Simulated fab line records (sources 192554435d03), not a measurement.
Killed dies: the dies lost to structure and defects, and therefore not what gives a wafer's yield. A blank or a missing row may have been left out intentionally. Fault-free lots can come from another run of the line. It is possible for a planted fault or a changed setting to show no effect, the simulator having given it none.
What tool caused it? ; flow n5-finfet ; Sampling: 24 lots, 72 wafers, 6 of 1938 route steps

WHAT EACH GAUGE READ, for each wafer
N5_MOL_CONTACT_COAG_INSPECT_10: inspects for defects (brightfield).
lot;measured;on;raw-defect-count
L074;day 4 15:35;defect-inspect-02;98 73 71
L075;day 4 23:04;defect-inspect-02;49 76 86
L076;day 5 07:07;defect-inspect-01;96 177 69
L077;day 5 09:20;defect-inspect-01;75 96 73
L078;day 5 15:50;defect-inspect-02;117 73 56
L079;day 6 01:31;defect-inspect-02;77 61 91
L080;day 6 03:46;defect-inspect-02;95 61 89
L081;day 6 10:04;defect-inspect-01;71 73 67
L082;day 6 17:20;defect-inspect-02;70 84 62
L083;day 6 22:29;defect-inspect-01;35 92 53
L084;day 7 09:57;defect-inspect-01;69 76 75
L085;day 7 11:17;defect-inspect-02;45 67 32
L086;day 7 19:46;defect-inspect-02;30 40 45
L087;day 8 01:27;defect-inspect-02;39 60 105
L088;day 8 02:33;defect-inspect-01;61 48 65
L089;day 8 09:44;defect-inspect-02;61 89 61
L090;day 8 17:49;defect-inspect-02;55 93 83
L091;day 8 23:48;defect-inspect-01;101 80 104
L092;day 9 05:09;defect-inspect-02;83 130 156
L093;day 9 11:32;defect-inspect-02;55 56 89
L094;day 9 19:31;defect-inspect-01;48 73 94
L095;day 10 01:50;defect-inspect-01;67 113 53
L096;day 10 05:04;defect-inspect-01;34 30 49
L097;day 10 14:38;defect-inspect-01;68 49 74

N5_MOL_CONTACT_COAG_THK_MEAS_29.
lot;measured;on;MD_CAP_THK (nm)
L074;day 4 23:38;film-metro-01;17.90 17.97 18.10
L075;day 5 07:38;film-metro-01;17.80 17.91 18.00
L076;day 5 16:55;film-metro-02;17.88 17.92 17.92
L077;day 5 21:16;film-metro-02;17.99 17.79 17.96
L078;day 6 01:36;film-metro-01;17.95 17.90 17.81
L079;day 6 09:41;film-metro-02;17.97 17.89 17.91
L080;day 6 13:35;film-metro-01;17.83 17.84 18.05
L081;day 6 19:23;film-metro-02;17.97 17.88 18.03
L082;day 7 03:37;film-metro-02;17.79 17.70 17.89
L083;day 7 06:51;film-metro-02;17.80 17.97 17.69
L084;day 7 21:01;film-metro-01;17.83 17.94 17.85
L085;day 7 21:08;film-metro-01;17.77 17.82 17.95
L086;day 8 04:32;film-metro-01;17.78 17.82 17.80
L087;day 8 10:01;film-metro-01;17.79 17.89 17.90
L088;day 8 13:53;film-metro-01;18.02 17.91 17.91
L089;day 8 18:26;film-metro-02;17.90 17.90 18.00
L090;day 9 03:40;film-metro-01;18.01 17.93 17.98
L091;day 9 11:14;film-metro-02;17.92 17.90 18.09
L092;day 9 14:01;film-metro-01;17.85 17.85 17.91
L093;day 9 22:20;film-metro-02;17.80 17.84 17.88
L094;day 10 03:46;film-metro-02;17.83 17.87 17.82
L095;day 10 10:34;film-metro-01;18.09 18.07 18.03
L096;day 10 14:38;film-metro-02;17.90 18.07 17.82
L097;day 10 23:44;film-metro-02;17.93 18.04 18.01

TOOL THAT RAN EACH LOT (tool first, then ch and the chambers of the sampled wafers, then the start)
lot;N5_GATE_CUT_SAC_CAP_01;N5_GATE_CUT_HM_DEP_46;N5_GATE_CUT_ETCH_36;N5_MOL_CONTACT_COAG_PRE_CLEAN_142
L074;ald-sin-03 ch 0,1,3, day 4 08:30;pecvd-02 ch 0,2, day 4 11:06;rie-diel-02 ch 0,1, day 4 11:46;pvd-sputter-02, day 4 20:43
L075;ald-sin-02 ch 1,2, day 4 15:49;pecvd-04 ch 0,1,2, day 4 18:25;rie-diel-06 ch 1,3, day 4 19:06;pvd-sputter-03, day 5 04:37
L076;ald-sin-01 ch 1,3, day 4 22:39;pecvd-01 ch 2, day 5 01:15;rie-diel-04 ch 1,2, day 5 01:55;pvd-sputter-01, day 5 13:57
L077;ald-sin-02 ch 0,1, day 5 02:20;pecvd-04 ch 0,2, day 5 04:56;rie-diel-06 ch 0,1,3, day 5 05:27;pvd-sputter-02, day 5 18:20
L078;ald-sin-03 ch 0,3, day 5 08:54;pecvd-01 ch 1,2, day 5 11:30;rie-diel-02 ch 1,2, day 5 12:08;pvd-sputter-03, day 5 22:34
L079;ald-sin-03 ch 0,2, day 5 18:13;pecvd-01 ch 0,2, day 5 20:49;rie-diel-02 ch 0,1,3, day 5 21:28;pvd-sputter-01, day 6 06:45
L080;ald-sin-03 ch 0,1, day 5 20:39;pecvd-04 ch 0,1, day 5 23:17;rie-diel-04 ch 2,3, day 5 23:56;pvd-sputter-01, day 6 10:40
L081;ald-sin-03 ch 0,2, day 6 03:04;pecvd-01 ch 0,1, day 6 05:41;rie-diel-02 ch 1,3, day 6 06:13;pvd-sputter-02, day 6 16:28
L082;ald-sin-02 ch 1,2,3, day 6 10:20;pecvd-01 ch 1,2, day 6 12:56;rie-diel-04 ch 0,1,2, day 6 13:35;pvd-sputter-01, day 7 00:10
L083;ald-sin-02 ch 0,1,3, day 6 15:30;pecvd-04 ch 0,1,2, day 6 18:06;rie-diel-02 ch 0,1,2, day 6 18:47;pvd-sputter-01, day 7 02:56
L084;ald-sin-02 ch 0,1, day 7 02:31;pecvd-02 ch 0,1,2, day 7 05:07;rie-diel-02 ch 0,2, day 7 05:40;pvd-sputter-03, day 7 18:05
L085;ald-sin-01 ch 0,1,2, day 7 04:28;pecvd-02 ch 1,2, day 7 07:04;rie-diel-04 ch 0,2,3, day 7 07:35;pvd-sputter-02, day 7 18:06
L086;ald-sin-02 ch 1,3, day 7 12:43;pecvd-02 ch 0,2, day 7 15:19;rie-diel-02 ch 0,1,3, day 7 15:57;pvd-sputter-03, day 8 01:23
L087;ald-sin-03 ch 1,2,3, day 7 18:22;pecvd-04 ch 0,1,2, day 7 20:58;rie-diel-02 ch 0,1, day 7 21:44;pvd-sputter-02, day 8 07:05
L088;ald-sin-02 ch 0,3, day 7 19:20;pecvd-01 ch 0,1, day 7 21:56;rie-diel-06 ch 0,1,3, day 7 22:27;pvd-sputter-03, day 8 10:57
L089;ald-sin-03 ch 0,1, day 8 02:37;pecvd-01 ch 1,2, day 8 05:13;rie-diel-04 ch 1,2,3, day 8 05:53;pvd-sputter-03, day 8 15:28
L090;ald-sin-03 ch 2,3, day 8 10:58;pecvd-02 ch 0,2, day 8 13:35;rie-diel-04 ch 0,2,3, day 8 14:07;pvd-sputter-02, day 8 23:31
L091;ald-sin-01 ch 0,1,2, day 8 16:18;pecvd-02 ch 1,2, day 8 18:54;rie-diel-04 ch 1,2, day 8 19:59;pvd-sputter-03, day 9 08:08
L092;ald-sin-03 ch 1,2, day 8 22:13;pecvd-02 ch 0,1,2, day 9 00:49;rie-diel-04 ch 0,2,3, day 9 01:28;pvd-sputter-02, day 9 11:06
L093;ald-sin-01 ch 0,2, day 9 04:26;pecvd-01 ch 0,1, day 9 07:02;rie-diel-04 ch 0,2, day 9 07:50;pvd-sputter-02, day 9 19:25
L094;ald-sin-03 ch 1,3, day 9 12:23;pecvd-02 ch 0,1,2, day 9 14:59;rie-diel-02 ch 0,2,3, day 9 15:38;pvd-sputter-02, day 10 00:34
L095;ald-sin-03 ch 0,1,2, day 9 17:24;pecvd-04 ch 0,1, day 9 20:01;rie-diel-02 ch 0,3, day 9 20:44;pvd-sputter-01, day 10 07:38
L096;ald-sin-01 ch 1,2,3, day 9 22:07;pecvd-02 ch 0,1,2, day 10 00:43;rie-diel-02 ch 1,2,3, day 10 01:14;pvd-sputter-01, day 10 11:39
L097;ald-sin-02 ch 0,2,3, day 10 07:33;pecvd-02 ch 0,1, day 10 10:10;rie-diel-02 ch 0,1,2, day 10 10:41;pvd-sputter-02, day 10 20:43
- N5_GATE_CUT_SAC_CAP_01: material SiNx, target thk 24 nm, pulse time 1 s, ald cycles 480.
- N5_GATE_CUT_HM_DEP_46: deposits SiO2 from TEOS/O2, target thk 130 nm, time 26.6 s.
- N5_GATE_CUT_ETCH_36: etches SiARC in CF4, target depth 13 nm, time 21.7 s.
- N5_MOL_CONTACT_COAG_PRE_CLEAN_142: time 60 s.

WHAT THE TOOLS THEMSELVES READ (means of the sampled wafers that have a number; where no wafer has one, the mark that the record gives instead)
N5_GATE_CUT_SAC_CAP_01.
lot;tool;heater-power-w (W);precursor-pulse-height-rel;susceptor-temp-C (C)
L074;ald-sin-03;907;1.004;400.03
L075;ald-sin-02;780;0.981;400.06
L076;ald-sin-01;850;0.995;400.09
L077;ald-sin-02;867;0.991;400.23
L078;ald-sin-03;919;1.005;400.09
L079;ald-sin-03;870;1.008;400.22
L080;ald-sin-03;917;1.001;399.89
L081;ald-sin-03;849;0.996;399.74
L082;ald-sin-02;801;1.018;399.90
L083;ald-sin-02;841;0.997;399.75
L084;ald-sin-02;940;0.987;400.29
L085;ald-sin-01;884;0.995;400.03
L086;ald-sin-02;917;1.013;399.80
L087;ald-sin-03;831;1.011;400.22
L088;ald-sin-02;775;0.991;399.88
L089;ald-sin-03;985;1.022;400.02
L090;ald-sin-03;845;1.007;400.00
L091;ald-sin-01;891;1.019;399.95
L092;ald-sin-03;794;0.987;400.13
L093;ald-sin-01;871;0.978;400.09
L094;ald-sin-03;856;0.996;400.13
L095;ald-sin-03;894;1.004;400.16
L096;ald-sin-01;854;0.991;400.02
L097;ald-sin-02;772;0.999;400.11

N5_GATE_CUT_HM_DEP_46.
lot;tool;heater-power-w (W);showerhead-plenum-p-Torr (Torr);susceptor-temp-C (C);throttle-valve-pct (%)
L074;pecvd-02;632;8.335;400.00;19.0
L075;pecvd-04;449;8.322;399.99;19.5
L076;pecvd-01;557;8.363;400.02;16.5
L077;pecvd-04;468;8.320;400.09;19.5
L078;pecvd-01;461;8.375;400.11;17.5
L079;pecvd-01;524;8.328;400.22;17.1
L080;pecvd-04;398;8.329;399.87;19.1
L081;pecvd-01;530;8.338;399.93;18.4
L082;pecvd-01;474;8.371;399.91;17.7
L083;pecvd-04;477;8.336;399.98;19.4
L084;pecvd-02;594;8.339;400.05;18.9
L085;pecvd-02;503;8.333;400.19;18.2
L086;pecvd-02;604;8.344;400.01;19.1
L087;pecvd-04;480;8.324;399.94;19.5
L088;pecvd-01;478;8.347;400.04;19.3
L089;pecvd-01;475;8.381;399.99;18.7
L090;pecvd-02;472;8.352;399.76;18.4
L091;pecvd-02;492;8.320;399.84;19.1
L092;pecvd-02;502;8.334;399.89;18.8
L093;pecvd-01;505;8.328;400.07;18.5
L094;pecvd-02;548;8.318;400.08;19.0
L095;pecvd-04;470;8.310;399.85;20.0
L096;pecvd-02;550;8.335;399.93;18.9
L097;pecvd-02;591;8.314;399.99;19.6

N5_GATE_CUT_ETCH_36.
lot;tool;drypump-motor-current-A (A);etch-rf-on-time-s (s);oes-product-au (a.u.);rf-vpp-V (V);showerhead-plenum-p-Torr (Torr);throttle-valve-pct (%)
L074;rie-diel-02;5.6;22.2;0.61;183.9;2.14;15.83
L075;rie-diel-06;5.3;21.5;0.77;184.5;2.16;15.58
L076;rie-diel-04;5.2;23.1;0.60;183.8;2.09;15.73
L077;rie-diel-06;5.4;21.6;0.72;183.5;2.20;15.54
L078;rie-diel-02;5.9;21.3;0.60;184.5;2.12;15.68
L079;rie-diel-02;5.5;22.1;0.66;184.5;2.18;15.82
L080;rie-diel-04;5.5;21.5;0.63;184.6;2.17;15.70
L081;rie-diel-02;5.8;21.5;0.73;184.6;2.22;15.73
L082;rie-diel-04;5.4;22.8;0.64;183.5;2.09;15.64
L083;rie-diel-02;5.5;21.8;0.69;183.4;2.13;15.65
L084;rie-diel-02;5.4;21.4;0.77;183.7;2.12;15.44
L085;rie-diel-04;5.6;22.0;0.66;184.0;2.13;15.62
L086;rie-diel-02;5.5;21.8;0.65;184.7;2.18;15.84
L087;rie-diel-02;5.2;22.2;0.60;184.3;2.14;15.95
L088;rie-diel-06;5.4;21.6;0.70;185.3;2.20;15.57
L089;rie-diel-04;5.4;22.2;0.61;183.7;2.13;15.75
L090;rie-diel-04;5.6;22.0;0.65;183.8;2.13;15.65
L091;rie-diel-04;5.5;22.4;0.60;182.8;2.07;15.71
L092;rie-diel-04;5.6;21.9;0.65;183.3;2.13;15.66
L093;rie-diel-04;5.7;22.1;0.65;183.4;2.07;15.59
L094;rie-diel-02;5.4;21.7;0.71;184.1;2.16;15.65
L095;rie-diel-02;5.4;21.9;0.69;184.2;2.21;15.84
L096;rie-diel-02;5.8;21.4;0.72;183.7;2.16;15.60
L097;rie-diel-02;5.5;21.9;0.66;183.8;2.12;15.70

N5_MOL_CONTACT_COAG_PRE_CLEAN_142.
lot;tool;heater-power-w (W);susceptor-temp-C (C)
L074;pvd-sputter-02;487;300.12
L075;pvd-sputter-03;457;299.90
L076;pvd-sputter-01;446;300.02
L077;pvd-sputter-02;438;300.18
L078;pvd-sputter-03;456;300.15
L079;pvd-sputter-01;446;299.97
L080;pvd-sputter-01;440;300.27
L081;pvd-sputter-02;479;299.84
L082;pvd-sputter-01;441;299.86
L083;pvd-sputter-01;486;300.18
L084;pvd-sputter-03;482;300.07
L085;pvd-sputter-02;435;300.17
L086;pvd-sputter-03;441;300.09
L087;pvd-sputter-02;449;300.02
L088;pvd-sputter-03;391;299.88
L089;pvd-sputter-03;406;299.95
L090;pvd-sputter-02;475;299.87
L091;pvd-sputter-03;455;299.90
L092;pvd-sputter-02;408;300.06
L093;pvd-sputter-02;450;300.09
L094;pvd-sputter-02;471;300.21
L095;pvd-sputter-01;461;299.96
L096;pvd-sputter-01;453;300.04
L097;pvd-sputter-02;440;299.86

THE ANSWER, worked out from the rows above alone
Rule: the usual values come from the lots themselves. The widest of any qualifying gaps counts: lots, ordered by their means at a reading, are off when they make up no more than a third of the lots, leave a main group of 4 or more, and stand apart from it by 3 or more times the standard deviation of that group's means. Not used: any main group whose means are identical at the precision the tables above print for the reading. A lot without any number at a reading at which 4 lots or more have one is off too. Where the step has rows for the other lots, those lots are counted as sound. First the gauges in route order, then the tools' own readings, where a lot's mean is used as printed above. The first step at which some lot is off is used, and at that step the reading that is off furthest; a lot without a number counts as furthest.
No lot is off on any of the readings shown, so nothing can be concluded from this.

WHAT WAS PUT IN BY THE SIMULATOR
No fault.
